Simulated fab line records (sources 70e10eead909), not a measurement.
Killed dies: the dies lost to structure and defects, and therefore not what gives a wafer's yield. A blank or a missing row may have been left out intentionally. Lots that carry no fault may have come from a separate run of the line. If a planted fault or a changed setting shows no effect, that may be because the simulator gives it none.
Shared-tool check    flow nand-harc    14 lots, 42 wafers sampled

## THE REASON FOR OPENING IT
At NHARC_A_SOURCE_PLATE_THK_MEAS_09 the reading thk-nm is flagged on 3 of 14 lots. No-fault wafers: 9.9 nm, standard deviation 0.94.
Rule: a lot is flagged when every wafer of it that has a number lies more than 4 standard deviations from that mean, or none has a number. The other lots count as sound.

lot   measured      on             thk-nm (nm), wafer by wafer  flag
L362  day 7 05:31   film-metro-02  10.5 9.8 10.7                
L361  day 7 05:31   film-metro-01  9.2 9.9 9.8                  
L364  day 7 16:34   film-metro-01  9.6 9.0 9.0                  
L363  day 7 20:55   film-metro-02  17.4 17.2 16.3               FLAGGED
L365  day 8 03:52   film-metro-02  8.0 9.8 9.7                  
L367  day 8 15:11   film-metro-01  9.5 9.6 10.2                 
L369  day 8 22:01   film-metro-02  10.2 10.7 9.1                
L371  day 9 07:37   film-metro-01  18.3 16.7 15.8               FLAGGED
L375  day 10 00:04  film-metro-01  10.8 9.3 9.7                 
L374  day 10 10:11  film-metro-02  17.7 17.9 14.5               FLAGGED
L376  day 10 19:07  film-metro-02  9.2 10.5 9.7                 
L378  day 11 00:47  film-metro-01  9.5 10.0 8.7                 
L381  day 11 21:53  film-metro-02  9.9 9.1 8.5                  
L382  day 11 21:53  film-metro-01  8.7 10.4 8.4                 
The numbers of the flagged lots are 16.9 nm on average: +7.0 nm against the usual, or +7 standard deviations.

## WHICH TOOL RAN EACH LOT
2 process steps preceding the reading are held in the record, out of 1159 steps in the route. Each cell gives the tool, then ch followed by the chambers the sampled wafers passed through, then the start.
lot   flag     NHARC_P_BONDPAD_CMP_32         NHARC_A_SOURCE_PLATE_OXIDE_02
L362           cmp-03 ch 0,1,3, day 6 16:16   furnace-08 ch 0, day 7 01:28
L361           cmp-02 ch 0,2,3, day 6 15:41   furnace-08 ch 0, day 7 01:28
L364           cmp-01 ch 2,3, day 7 02:35     furnace-05 ch 0, day 7 12:29
L363  FLAGGED  cmp-02 ch 0,2,3, day 7 02:53   furnace-05 ch 0, day 7 12:29
L365           cmp-01 ch 1,3, day 7 14:24     furnace-08 ch 0, day 7 23:47
L367           cmp-03 ch 1,2, day 8 02:33     furnace-08 ch 0, day 8 11:04
L369           cmp-02 ch 0,3, day 8 08:31     furnace-05 ch 0, day 8 17:57
L371  FLAGGED  cmp-03 ch 1,2,3, day 8 12:26   furnace-05 ch 0, day 8 21:40 and furnace-07 ch 0, day 9 03:09
L375           cmp-03 ch 0,1,3, day 9 10:15   furnace-05 ch 0, day 9 20:02
L374  FLAGGED  cmp-02 ch 1,2,3, day 9 17:53   furnace-05 ch 0, day 10 01:50
L376           cmp-01 ch 0,2, day 10 03:34    furnace-05 ch 0, day 10 15:04
L378           cmp-03 ch 2,3, day 10 13:00    furnace-05 ch 0, day 10 20:47
L381           cmp-02 ch 2,3, day 11 09:47    furnace-05 ch 0, day 11 17:47
L382           cmp-02 ch 0,2,3, day 11 08:12  furnace-05 ch 0, day 11 17:47
These steps, and what they do:
- NHARC_P_BONDPAD_CMP_32: polishes SiCN, target thk 200 nm.
- NHARC_A_SOURCE_PLATE_OXIDE_02: material SiO2, target thk 10 nm, ox time 1362 s.
- NHARC_A_SOURCE_PLATE_THK_MEAS_09: measures by ellipsometry.

## FLAGGED OVER TOTAL, TOOL BY TOOL (the gauges that took the reading come last)
step                              tool           lots run  flagged  share of the flagged lots  sound lots run after its first flagged lot
NHARC_P_BONDPAD_CMP_32            cmp-01         3         0        none                       -
NHARC_P_BONDPAD_CMP_32            cmp-02         6         2        some                       3 (L369,L382,L381)
NHARC_P_BONDPAD_CMP_32            cmp-03         5         1        some                       2 (L375,L378)
NHARC_A_SOURCE_PLATE_OXIDE_02     furnace-05     10        3        all                        6 (L369,L375,L376,L378,L381,L382)
NHARC_A_SOURCE_PLATE_OXIDE_02     furnace-07     1         1        some                       0
NHARC_A_SOURCE_PLATE_OXIDE_02     furnace-08     4         0        none                       -
NHARC_A_SOURCE_PLATE_THK_MEAS_09  film-metro-01  7         1        some                       3 (L375,L378,L382)
NHARC_A_SOURCE_PLATE_THK_MEAS_09  film-metro-02  7         2        some                       4 (L365,L369,L376,L381)

## WHAT THE TABLE PERMITS
1 row of the table ran every flagged lot: furnace-05 at NHARC_A_SOURCE_PLATE_OXIDE_02.
- furnace-05 at NHARC_A_SOURCE_PLATE_OXIDE_02 ran 10 lots, 3 of them flagged. Sound lots ran on it after the first flagged one (L369, L375, L376, L378, L381, L382), which a lasting fault on the whole tool wouldn't allow.
There is no row in the table that ran each flagged lot and no sound lot after the first.

## WHAT THE SIMULATOR PUT IN
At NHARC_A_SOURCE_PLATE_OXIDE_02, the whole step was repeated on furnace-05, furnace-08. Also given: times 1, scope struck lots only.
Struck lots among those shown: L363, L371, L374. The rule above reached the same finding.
